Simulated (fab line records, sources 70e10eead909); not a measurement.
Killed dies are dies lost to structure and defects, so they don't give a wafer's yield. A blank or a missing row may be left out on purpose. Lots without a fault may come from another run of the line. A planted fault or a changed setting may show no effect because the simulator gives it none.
Chamber matching | flow nand_harc | NHARC_A_CONTACT_DEP_85 on pecvd-03: 3 sister chambers
The step deposits SiON, target thk 50 nm. 3 wafers are shown with their chamber, then 12 later ones without.

WAFERS WITH THEIR CHAMBER
wafer  | chamber | heater_power_w (W)
L085.6 | 0       | 768
L086.3 | 1       | 667
L086.6 | 2       | 730

WAFERS WITHOUT THEIR CHAMBER
wafer  | heater_power_w (W)
L091.2 | 721
L091.3 | 685
L091.6 | 693
L092.1 | 654
L092.3 | 693
L092.4 | 662
L095.2 | 704
L095.3 | 614
L095.6 | 624
L097.2 | 748
L097.4 | 631
L097.6 | 742

WHICH CHAMBER EACH WENT THROUGH
wafer  | from the rows above          | in truth
L091.2 | can't be placed: 2 or 0 or 1 | 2
L091.3 | can't be placed: 1 or 2      | 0
L091.6 | can't be placed: 1 or 2 or 0 | 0
L092.1 | 1                            | 1
L092.3 | can't be placed: 1 or 2 or 0 | 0
L092.4 | 1                            | 1
L095.2 | can't be placed: 2 or 1 or 0 | 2
L095.3 | 1                            | 1
L095.6 | 1                            | 1
L097.2 | can't be placed: 2 or 0      | 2
L097.4 | 1                            | 1
L097.6 | can't be placed: 2 or 0      | 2
Placed correctly: 5 of 12. Can't be placed from these rows: 7 (the true chamber is among the candidates in 6). Placed wrongly: 0.
How it was worked out, from the rows above alone: a wafer's distance from a chamber is the root of the sum, over the readings, of the square of ((its reading less the chamber's mean) divided by the reading's scatter). The wafer belongs to the nearest chamber; if the next one is less than 2 further off, it can't be placed. A chamber's mean is the mean of its shown wafers. The scatter: with one shown wafer a chamber, the root of the mean of the squares of how far each hidden wafer lies from its nearest shown one.
